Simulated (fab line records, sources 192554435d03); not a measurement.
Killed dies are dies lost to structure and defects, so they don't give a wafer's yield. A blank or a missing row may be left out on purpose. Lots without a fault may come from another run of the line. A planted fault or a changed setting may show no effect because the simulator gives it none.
Which tool did it? | flow n5_finfet | 24 lots, 72 wafers sampled, at 6 steps of a route of 1938

WHAT THE GAUGES READ, wafer by wafer
The record holds no reading of a measuring or inspecting step that can be judged against a usual standard deviation.

WHICH TOOL RAN EACH LOT (tool, then ch and the chambers of the sampled wafers, then the start)
lot  | N5_BEOL_M0_SAQP_PECVD_00        | N5_BEOL_M0_SAQP_ILD_DEP_01      | N5_BEOL_M0_SAQP_PECVD_97        | N5_BEOL_M0_SAQP_HM_DEP_111      | N5_BEOL_M0_SAQP_ETCH_83            | N5_BEOL_M0_SAQP_MANDREL_ETCH_20
L074 | pecvd-02 ch 0,1,2, day 5 09:47  | pecvd-02 ch 0,1,2, day 5 09:49  | pecvd-02 ch 1,2, day 5 10:04    | pecvd-03 ch 0,2, day 5 10:14    | rie_diel-01 ch 1,2, day 5 10:41    | rie_si-02 ch 0,1, day 5 10:55
L075 | pecvd-03 ch 0,1,2, day 5 14:11  | pecvd-03 ch 0,1,2, day 5 14:13  | pecvd-03 ch 0,2, day 5 14:28    | pecvd-03 ch 0,1, day 5 14:38    | rie_diel-05 ch 1,3, day 5 15:12    | rie_si-02 ch 1,2, day 5 15:26
L076 | pecvd-03 ch 0,2, day 6 06:36    | pecvd-03 ch 0,2, day 6 06:38    | pecvd-01 ch 0,1, day 6 11:34    | pecvd-03 ch 0,2, day 6 11:47    | rie_diel-01 ch 0,1, day 6 12:22    | rie_si-05 ch 0,1, day 6 12:37
L077 | pecvd-02 ch 0,2, day 6 13:01    | pecvd-02 ch 0,2, day 6 13:03    | pecvd-02 ch 1,2, day 6 14:47    | pecvd-01 ch 1,2, day 6 14:57    | rie_diel-05 ch 0,3, day 6 15:24    | rie_si-02 ch 1,2, day 6 15:38
L078 | pecvd-02 ch 0,1,2, day 6 16:04  | pecvd-02 ch 0,1,2, day 6 16:05  | pecvd-01 ch 0,1,2, day 6 18:29  | pecvd-02 ch 0,1, day 6 18:40    | rie_diel-05 ch 2,3, day 6 19:06    | rie_si-05 ch 1,3, day 6 19:20
L079 | pecvd-03 ch 0,1,2, day 6 23:29  | pecvd-03 ch 0,1,2, day 6 23:31  | pecvd-01 ch 0,1,2, day 7 01:37  | pecvd-02 ch 0,1,2, day 7 01:47  | rie_diel-06 ch 0,1,2, day 7 02:25  | rie_si-06 ch 1,2,3, day 7 02:40
L080 | pecvd-01 ch 0,1,2, day 7 02:34  | pecvd-01 ch 0,1,2, day 7 02:35  | pecvd-02 ch 0,1,2, day 7 04:51  | pecvd-01 ch 1,2, day 7 05:01    | rie_diel-01 ch 0,1,3, day 7 05:44  | rie_si-05 ch 0,1,2, day 7 05:58
L081 | pecvd-02 ch 0,2, day 7 06:20    | pecvd-02 ch 0,2, day 7 06:22    | pecvd-01 ch 0,1, day 7 08:14    | pecvd-03 ch 1,2, day 7 08:25    | rie_diel-06 ch 1,2,3, day 7 08:59  | rie_si-06 ch 1,2,3, day 7 09:13
L082 | pecvd-02 ch 0,1, day 7 10:14    | pecvd-02 ch 0,1, day 7 10:15    | pecvd-03 ch 1,2, day 7 12:32    | pecvd-02 ch 0,1,2, day 7 12:43  | rie_diel-05 ch 0,1,3, day 7 13:16  | rie_si-05 ch 0,1,3, day 7 13:31
L083 | pecvd-02 ch 0,2, day 7 16:07    | pecvd-02 ch 0,2, day 7 16:08    | pecvd-02 ch 0,1, day 7 16:23    | pecvd-01 ch 0,1,2, day 7 16:34  | rie_diel-01 ch 1,2, day 7 17:08    | rie_si-02 ch 0,1,3, day 7 17:22
L084 | pecvd-03 ch 0,1,2, day 7 23:34  | pecvd-03 ch 0,1,2, day 7 23:35  | pecvd-02 ch 0,1, day 8 03:26    | pecvd-01 ch 0,2, day 8 03:37    | rie_diel-05 ch 0,1,2, day 8 04:11  | rie_si-02 ch 1,2, day 8 04:26
L085 | pecvd-01 ch 0,1,2, day 8 05:55  | pecvd-01 ch 0,1,2, day 8 05:56  | pecvd-02 ch 0,1, day 8 06:56    | pecvd-03 ch 1,2, day 8 07:08    | rie_diel-05 ch 1,2, day 8 07:42    | rie_si-05 ch 0,1,2, day 8 07:56
L086 | pecvd-01 ch 0,2, day 8 14:56    | pecvd-01 ch 0,2, day 8 14:57    | pecvd-02 ch 0,2, day 8 17:10    | pecvd-01 ch 0,1,2, day 8 17:20  | rie_diel-05 ch 0,3, day 8 17:58    | rie_si-06 ch 1,2,3, day 8 18:12
L087 | pecvd-03 ch 0,1,2, day 8 17:56  | pecvd-03 ch 0,1,2, day 8 17:58  | pecvd-01 ch 0,1,2, day 8 18:37  | pecvd-02 ch 0,1,2, day 8 18:47  | rie_diel-05 ch 0,1,3, day 8 19:14  | rie_si-05 ch 0,3, day 8 19:27
L088 | pecvd-03 ch 0,1,2, day 9 00:22  | pecvd-03 ch 0,1,2, day 9 00:23  | pecvd-03 ch 0,1,2, day 9 00:50  | pecvd-01 ch 0,1, day 9 01:00    | rie_diel-01 ch 0,1,2, day 9 01:34  | rie_si-06 ch 0,2,3, day 9 01:49
L089 | pecvd-01 ch 0,1,2, day 9 05:22  | pecvd-01 ch 0,1,2, day 9 05:23  | pecvd-03 ch 0,2, day 9 05:52    | pecvd-02 ch 0,1, day 9 06:02    | rie_diel-01 ch 2,3, day 9 06:38    | rie_si-05 ch 1,2, day 9 06:52
L090 | pecvd-03 ch 0,1,2, day 9 08:22  | pecvd-03 ch 0,1,2, day 9 08:23  | pecvd-02 ch 1,2, day 9 10:14    | pecvd-01 ch 1,2, day 9 10:25    | rie_diel-05 ch 0,1,2, day 9 10:53  | rie_si-06 ch 0,1,2, day 9 11:07
L091 | pecvd-02 ch 0,1, day 9 18:28    | pecvd-02 ch 0,1, day 9 18:30    | pecvd-02 ch 0,1, day 9 19:14    | pecvd-01 ch 0,2, day 9 19:28    | rie_diel-05 ch 0,1,3, day 9 20:02  | rie_si-02 ch 0,1,2, day 9 20:17
L092 | pecvd-01 ch 0,1,2, day 10 00:25 | pecvd-01 ch 0,1,2, day 10 00:27 | pecvd-01 ch 0,1, day 10 01:14   | pecvd-02 ch 0,1, day 10 01:26   | rie_diel-06 ch 1,2,3, day 10 02:00 | rie_si-05 ch 0,1,3, day 10 02:14
L093 | pecvd-02 ch 0,1, day 10 08:29   | pecvd-02 ch 0,1, day 10 08:32   | pecvd-01 ch 0,2, day 10 08:52   | pecvd-02 ch 0, day 10 09:02     | rie_diel-05 ch 0,2,3, day 10 09:38 | rie_si-06 ch 0,1,2, day 10 09:53
L094 | pecvd-01 ch 0,2, day 10 12:30   | pecvd-01 ch 0,2, day 10 12:32   | pecvd-02 ch 0,1, day 10 15:04   | pecvd-01 ch 0,1,2, day 10 15:17 | rie_diel-06 ch 0,1,2, day 10 15:51 | rie_si-06 ch 0,2,3, day 10 16:05
L095 | pecvd-01 ch 0,1,2, day 10 18:08 | pecvd-01 ch 0,1,2, day 10 18:10 | pecvd-02 ch 0,1,2, day 10 19:12 | pecvd-01 ch 0,2, day 10 19:22   | rie_diel-01 ch 0,3, day 10 20:11   | rie_si-05 ch 1,2, day 10 20:25
L096 | pecvd-02 ch 0,2, day 11 01:50   | pecvd-02 ch 0,2, day 11 01:51   | pecvd-02 ch 0,1, day 11 02:48   | pecvd-03 ch 0,1, day 11 02:58   | rie_diel-06 ch 0,1, day 11 03:32   | rie_si-06 ch 0,1,3, day 11 03:47
L097 | pecvd-03 ch 0,2, day 11 05:05   | pecvd-03 ch 0,2, day 11 05:06   | pecvd-02 ch 0,1,2, day 11 05:42 | pecvd-03 ch 0,1,2, day 11 05:53 | rie_diel-06 ch 0,1,2, day 11 06:26 | rie_si-06 ch 1,2,3, day 11 06:41
- N5_BEOL_M0_SAQP_PECVD_00: deposits SiCN from 3MS/NH3, target thk 8 nm, time 14 s.
- N5_BEOL_M0_SAQP_ILD_DEP_01: deposits SiOC from DEMS/O2, target thk 45.419 nm, time 8.7 s.
- N5_BEOL_M0_SAQP_PECVD_97: deposits SiNx from SiH4/NH3/N2, target thk 23 nm, time 19.9 s.
- N5_BEOL_M0_SAQP_HM_DEP_111: deposits SiO2 from SiH4/N2O, target thk 12 nm, time 7.2 s.
- N5_BEOL_M0_SAQP_ETCH_83: etches SiARC in CF4, target depth 39 nm, time 65 s.
- N5_BEOL_M0_SAQP_MANDREL_ETCH_20: etches a-Si in HBr/Cl2, stops on SiNx, target depth 60 nm, bt time 10 s, time 30 s.

WHAT THE TOOLS THEMSELVES READ (means of the sampled wafers that have a number; where no wafer has one, the mark that the record gives instead)
N5_BEOL_M0_SAQP_PECVD_00.
lot  | tool     | showerhead_plenum_p_Torr (Torr) | throttle_valve_pct (%)
L074 | pecvd-02 | 3.674                           | 9.3
L075 | pecvd-03 | 3.676                           | 9.0
L076 | pecvd-03 | 3.681                           | 8.9
L077 | pecvd-02 | 3.677                           | 9.2
L078 | pecvd-02 | 3.677                           | 9.5
L079 | pecvd-03 | 3.673                           | 9.0
L080 | pecvd-01 | 3.669                           | 9.3
L081 | pecvd-02 | 3.674                           | 9.5
L082 | pecvd-02 | 3.681                           | 9.3
L083 | pecvd-02 | 3.680                           | 9.2
L084 | pecvd-03 | 3.673                           | 9.0
L085 | pecvd-01 | 3.675                           | 9.4
L086 | pecvd-01 | 3.677                           | 9.4
L087 | pecvd-03 | 3.672                           | 9.1
L088 | pecvd-03 | 3.679                           | 9.0
L089 | pecvd-01 | 3.672                           | 9.4
L090 | pecvd-03 | 3.678                           | 8.9
L091 | pecvd-02 | 3.680                           | 9.3
L092 | pecvd-01 | 3.669                           | 9.4
L093 | pecvd-02 | 3.683                           | 9.3
L094 | pecvd-01 | 3.678                           | 9.0
L095 | pecvd-01 | 3.667                           | 9.4
L096 | pecvd-02 | 3.672                           | 8.8
L097 | pecvd-03 | 3.683                           | 9.2

N5_BEOL_M0_SAQP_ILD_DEP_01.
lot  | tool     | heater_power_w (W) | showerhead_plenum_p_Torr (Torr) | throttle_valve_pct (%)
L074 | pecvd-02 | 503                | 5.696                           | 12.3
L075 | pecvd-03 | 466                | 5.706                           | 11.9
L076 | pecvd-03 | 468                | 5.708                           | 11.9
L077 | pecvd-02 | 535                | 5.705                           | 12.0
L078 | pecvd-02 | 482                | 5.694                           | 12.5
L079 | pecvd-03 | 476                | 5.706                           | 11.9
L080 | pecvd-01 | 603                | 5.694                           | 12.5
L081 | pecvd-02 | 482                | 5.694                           | 12.3
L082 | pecvd-02 | 496                | 5.705                           | 12.1
L083 | pecvd-02 | 540                | 5.708                           | 12.1
L084 | pecvd-03 | 447                | 5.698                           | 11.8
L085 | pecvd-01 | 601                | 5.700                           | 12.5
L086 | pecvd-01 | 554                | 5.698                           | 12.3
L087 | pecvd-03 | 463                | 5.702                           | 11.9
L088 | pecvd-03 | 448                | 5.718                           | 12.0
L089 | pecvd-01 | 531                | 5.690                           | 12.5
L090 | pecvd-03 | 449                | 5.706                           | 11.8
L091 | pecvd-02 | 456                | 5.709                           | 12.2
L092 | pecvd-01 | 598                | 5.704                           | 12.6
L093 | pecvd-02 | 509                | 5.704                           | 12.2
L094 | pecvd-01 | 600                | 5.701                           | 12.0
L095 | pecvd-01 | 587                | 5.702                           | 12.3
L096 | pecvd-02 | 490                | 5.701                           | 11.5
L097 | pecvd-03 | 476                | 5.707                           | 11.8

N5_BEOL_M0_SAQP_PECVD_97.
lot  | tool     | heater_power_w (W) | showerhead_plenum_p_Torr (Torr) | throttle_valve_pct (%)
L074 | pecvd-02 | 522                | 5.18                            | 42.7
L075 | pecvd-03 | 549                | 5.21                            | 39.5
L076 | pecvd-01 | 644                | 5.19                            | 42.4
L077 | pecvd-02 | 507                | 5.18                            | 42.5
L078 | pecvd-01 | 619                | 5.17                            | 41.3
L079 | pecvd-01 | 681                | 5.16                            | 41.6
L080 | pecvd-02 | 550                | 5.19                            | 41.5
L081 | pecvd-01 | 655                | 5.17                            | 43.1
L082 | pecvd-03 | 454                | 5.16                            | 39.7
L083 | pecvd-02 | 504                | 5.19                            | 41.7
L084 | pecvd-02 | 558                | 5.20                            | 40.7
L085 | pecvd-02 | 522                | 5.19                            | 41.6
L086 | pecvd-02 | 578                | 5.20                            | 41.3
L087 | pecvd-01 | 691                | 5.17                            | 41.4
L088 | pecvd-03 | 512                | 5.20                            | 39.6
L089 | pecvd-03 | 535                | 5.18                            | 39.3
L090 | pecvd-02 | 529                | 5.18                            | 42.5
L091 | pecvd-02 | 483                | 5.18                            | 41.6
L092 | pecvd-01 | 680                | 5.16                            | 43.3
L093 | pecvd-01 | 603                | 5.17                            | 40.0
L094 | pecvd-02 | 532                | 5.20                            | 40.8
L095 | pecvd-02 | 563                | 5.18                            | 40.2
L096 | pecvd-02 | 568                | 5.20                            | 41.0
L097 | pecvd-02 | 529                | 5.19                            | 40.0

N5_BEOL_M0_SAQP_HM_DEP_111.
lot  | tool     | heater_power_w (W) | showerhead_plenum_p_Torr (Torr)
L074 | pecvd-03 | 742                | 8.25
L075 | pecvd-03 | 644                | 8.31
L076 | pecvd-03 | 751                | 8.25
L077 | pecvd-01 | 1006               | 8.15
L078 | pecvd-02 | 779                | 8.27
L079 | pecvd-02 | 755                | 8.25
L080 | pecvd-01 | 1034               | 8.15
L081 | pecvd-03 | 659                | 8.20
L082 | pecvd-02 | 782                | 8.25
L083 | pecvd-01 | 957                | 8.21
L084 | pecvd-01 | 862                | 8.21
L085 | pecvd-03 | 687                | 8.20
L086 | pecvd-01 | 909                | 8.21
L087 | pecvd-02 | 784                | 8.24
L088 | pecvd-01 | 990                | 8.21
L089 | pecvd-02 | 783                | 8.27
L090 | pecvd-01 | 964                | 8.15
L091 | pecvd-01 | 844                | 8.26
L092 | pecvd-02 | 707                | 8.24
L093 | pecvd-02 | 847                | 8.30
L094 | pecvd-01 | 912                | 8.20
L095 | pecvd-01 | 923                | 8.20
L096 | pecvd-03 | 695                | 8.26
L097 | pecvd-03 | 701                | 8.25

N5_BEOL_M0_SAQP_ETCH_83.
lot  | tool        | drypump_motor_current_A (A) | etch_rf_on_time_s (s) | mfc_ar_sccm (sccm) | oes_product_au (a.u.) | rf_vpp_V (V) | showerhead_plenum_p_Torr (Torr) | throttle_valve_pct (%)
L074 | rie_diel-01 | 5.81                        | 65.3                  | 100.3              | 0.66                  | 183.6        | 2.19                            | 15.65
L075 | rie_diel-05 | 5.38                        | 64.5                  | 99.6               | 0.67                  | 184.0        | 2.07                            | 15.65
L076 | rie_diel-01 | 5.96                        | 65.9                  | 100.0              | 0.72                  | 184.7        | 2.14                            | 15.36
L077 | rie_diel-05 | 5.77                        | 63.9                  | 99.9               | 0.70                  | 183.3        | 2.10                            | 15.39
L078 | rie_diel-05 | 5.69                        | 66.3                  | 100.0              | 0.64                  | 183.4        | 2.11                            | 15.75
L079 | rie_diel-06 | 6.07                        | 64.3                  | 99.9               | 0.65                  | 184.3        | 2.12                            | 15.59
L080 | rie_diel-01 | 5.86                        | 65.0                  | 99.8               | 0.67                  | 184.1        | 2.15                            | 15.45
L081 | rie_diel-06 | 5.88                        | 64.8                  | 99.8               | 0.67                  | 183.0        | 2.13                            | 15.58
L082 | rie_diel-05 | 5.57                        | 65.4                  | 100.1              | 0.66                  | 183.6        | 2.09                            | 15.62
L083 | rie_diel-01 | 5.97                        | 65.0                  | 100.0              | 0.69                  | 184.3        | 2.17                            | 15.59
L084 | rie_diel-05 | 5.52                        | 66.7                  | 100.0              | 0.61                  | 183.7        | 2.09                            | 15.88
L085 | rie_diel-05 | 5.35                        | 66.8                  | 100.3              | 0.61                  | 183.5        | 2.07                            | 15.95
L086 | rie_diel-05 | 5.75                        | 64.3                  | 99.9               | 0.66                  | 183.6        | 2.11                            | 15.57
L087 | rie_diel-05 | 5.56                        | 64.6                  | 99.6               | 0.66                  | 183.6        | 2.09                            | 15.64
L088 | rie_diel-01 | 5.81                        | 64.1                  | 100.1              | 0.68                  | 183.2        | 2.14                            | 15.49
L089 | rie_diel-01 | 5.79                        | 63.0                  | 99.7               | 0.76                  | 184.3        | 2.20                            | 15.42
L090 | rie_diel-05 | 5.53                        | 67.6                  | 100.3              | 0.60                  | 183.3        | 2.09                            | 15.89
L091 | rie_diel-05 | 5.56                        | 65.4                  | 100.0              | 0.65                  | 184.4        | 2.08                            | 15.65
L092 | rie_diel-06 | 5.90                        | 65.4                  | 100.0              | 0.66                  | 184.3        | 2.12                            | 15.62
L093 | rie_diel-05 | 5.74                        | 67.2                  | 100.0              | 0.63                  | 184.2        | 2.10                            | 15.70
L094 | rie_diel-06 | 6.04                        | 64.2                  | 100.2              | 0.63                  | 183.7        | 2.11                            | 15.62
L095 | rie_diel-01 | 5.72                        | 64.0                  | 99.6               | 0.73                  | 183.9        | 2.12                            | 15.23
L096 | rie_diel-06 | 6.03                        | 64.7                  | 99.5               | 0.63                  | 184.6        | 2.17                            | 15.64
L097 | rie_diel-06 | 6.06                        | 64.6                  | 99.8               | 0.62                  | 183.1        | 2.11                            | 15.62

N5_BEOL_M0_SAQP_MANDREL_ETCH_20.
lot  | tool      | drypump_motor_current_A (A) | oes_product_au (a.u.) | throttle_valve_pct (%)
L074 | rie_si-02 | 5.6                         | 0.787                 | 35.5
L075 | rie_si-02 | 5.7                         | 0.775                 | 35.9
L076 | rie_si-05 | 5.6                         | 0.776                 | 35.8
L077 | rie_si-02 | 5.8                         | 0.778                 | 35.9
L078 | rie_si-05 | 5.8                         | 0.771                 | 35.8
L079 | rie_si-06 | 5.3                         | 0.766                 | 35.4
L080 | rie_si-05 | 5.4                         | 0.765                 | 35.4
L081 | rie_si-06 | 5.3                         | 0.770                 | 35.4
L082 | rie_si-05 | 5.5                         | 0.756                 | 35.6
L083 | rie_si-02 | 6.0                         | 0.780                 | 35.7
L084 | rie_si-02 | 5.8                         | 0.781                 | 35.9
L085 | rie_si-05 | 5.4                         | 0.772                 | 35.4
L086 | rie_si-06 | 5.3                         | 0.764                 | 35.5
L087 | rie_si-05 | 5.4                         | 0.759                 | 35.4
L088 | rie_si-06 | 5.4                         | 0.761                 | 35.2
L089 | rie_si-05 | 5.6                         | 0.768                 | 35.6
L090 | rie_si-06 | 5.5                         | 0.757                 | 35.1
L091 | rie_si-02 | 5.7                         | 0.793                 | 35.9
L092 | rie_si-05 | 5.5                         | 0.770                 | 35.6
L093 | rie_si-06 | 5.5                         | 0.759                 | 35.1
L094 | rie_si-06 | 5.4                         | 0.773                 | 35.2
L095 | rie_si-05 | 5.5                         | 0.777                 | 35.2
L096 | rie_si-06 | 5.4                         | 0.776                 | 35.1
L097 | rie_si-06 | 5.3                         | 0.769                 | 35.5

THE ANSWER, worked out from the rows above alone
Rule: what is usual is taken from the lots themselves. Put in order of their means at a reading, lots are off if they are a third of the lots or fewer, leave a main group of 4 or more, and stand apart from it by a gap of 3 or more times the standard deviation of the main group's means; of several such gaps the widest counts. A main group whose means are all the same, to the digits that the tables above print for the reading, isn't used. A lot without any number at a reading at which 4 lots or more have one is off too. The other lots that the step has rows for count as sound. The gauges are gone through in route order, then the tools' own readings, and for those a lot's mean is taken as printed above. The first step at which some lot is off is used, and at that step the reading that is off furthest; a lot without a number counts as furthest.
No lot is off at any reading shown: from this, nothing can be told.

WHAT THE SIMULATOR HAD PUT IN
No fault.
